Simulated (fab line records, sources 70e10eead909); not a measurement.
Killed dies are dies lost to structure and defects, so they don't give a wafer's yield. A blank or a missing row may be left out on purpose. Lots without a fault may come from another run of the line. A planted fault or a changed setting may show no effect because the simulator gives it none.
Problem report in the 8D (eight disciplines) form, filled by code | flow nand_harc | the parts of the form that need people (team, actions taken, sign-off) are left out

1. THE PROBLEM
thk_nm at NHARC_A_SGD_CUT_THK_MEAS_22 reads a mean of 139.3 nm on 1 wafer of 1 lot; wafers without a fault read 148.1 nm with a standard deviation of 1.5. That is -5.9 standard deviations from the usual mean.
The step: measures by ellipsometry.
First seen on wafer L136.4, day 28 05:15, on film_metro-02. The record holds 35 wafers of 12 lots with a number at this step. Rule for "out", or "out of limits": more than 4 standard deviations from the usual mean. The other wafers with a number count as sound.

2. WHAT IT IS AND WHAT IT IS NOT
question                    | is                | is not
which readings at this step | thk_nm            | -
which lots                  | L136              | L115, L116, L118, L119, L121, L123, L126, L127, L129, L132, L138
which wafers of those lots  | L136.4            | L136.2
read on which gauges        | film_metro-02     | film_metro-01
when                        | from day 28 05:15 | up to then (31 sound wafers); but 3 sound wafers of L138 came after

3. SUSPECTS, AND WHAT RULES EACH OUT
Counting: a tool at a process step up to the reading stays a suspect if it ran every lot that is out. Sound lots after the first of them don't rule it out here, since some wafers of a struck lot are sound.
- the gauge at NHARC_A_SGD_CUT_THK_MEAS_22: kept. All the wafers that are out were read on film_metro-02, and no step on other tools shows them out.
- rie_diel-12 at NHARC_A_STAIRCASE_ETCH_444 (etches the open film in C4F8/O2, target depth 20400 nm, time 6800 s): kept. It ran the lot that is out, L136 (day 27 16:25); its last sound lot up to then is L123 (day 22 07:14).
- rie_diel-01 at NHARC_A_SGD_CUT_STRIP_17 (strips in O2): kept. It ran the lot that is out, L136 (day 28 01:18); its last sound lot up to then is L132 (day 26 12:05). NHARC_A_SGD_CUT_STRIP_17 gives no start for some lots, so the hours and the order of its lots are those of NHARC_A_SGD_CUT_DEP_20.
- fcvd-01 at NHARC_A_SGD_CUT_DEP_20 (deposits SiO2, target thk 150 nm): kept. It ran the lot that is out, L136 (day 28 01:18); its last sound lot up to then is L129 (day 25 00:13).
- Within rie_diel-01 at NHARC_A_SGD_CUT_STRIP_17: the wafers that are out ran in chamber 1; their sound lot-mates ran in chamber 0.
Left after counting: rie_diel-12 at NHARC_A_STAIRCASE_ETCH_444, rie_diel-01 at NHARC_A_SGD_CUT_STRIP_17, fcvd-01 at NHARC_A_SGD_CUT_DEP_20, film_metro-02 at NHARC_A_SGD_CUT_THK_MEAS_22.

4. THE CAUSE (what the simulator had put in)
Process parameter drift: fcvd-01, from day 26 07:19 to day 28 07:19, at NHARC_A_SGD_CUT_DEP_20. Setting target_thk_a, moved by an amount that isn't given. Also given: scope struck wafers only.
Counting left 4 suspects, and this tool is among them.

5. THE CHAIN OF EFFECTS, in route order
Each row: a reading whose mean over the struck wafers that have a number lies more than 3 standard deviations from the usual. Only readings for which the record gives a usual standard deviation are gone through. hours: the time from each lot's start at the first step in this table that gives one to its start at this step, as a median over the lots. sigmas: the change in usual standard deviations.
hours | step                        | reading | usual    | on struck wafers | change | sigmas
0     | NHARC_A_SGD_CUT_THK_MEAS_22 | thk_nm  | 148.1 nm | 139.3            | -8.8   | -5.9

6. WHAT WOULD HAVE CAUGHT IT SOONER
In this record the first reading out of limits at a measuring or inspecting step was taken at day 28 05:15, 46 hours after the fault began at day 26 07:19.
All the lots that are out (1) had begun NHARC_A_SGD_CUT_DEP_20 on fcvd-01 by day 28 05:15. A hold on the tool at that time would have spared none of them.
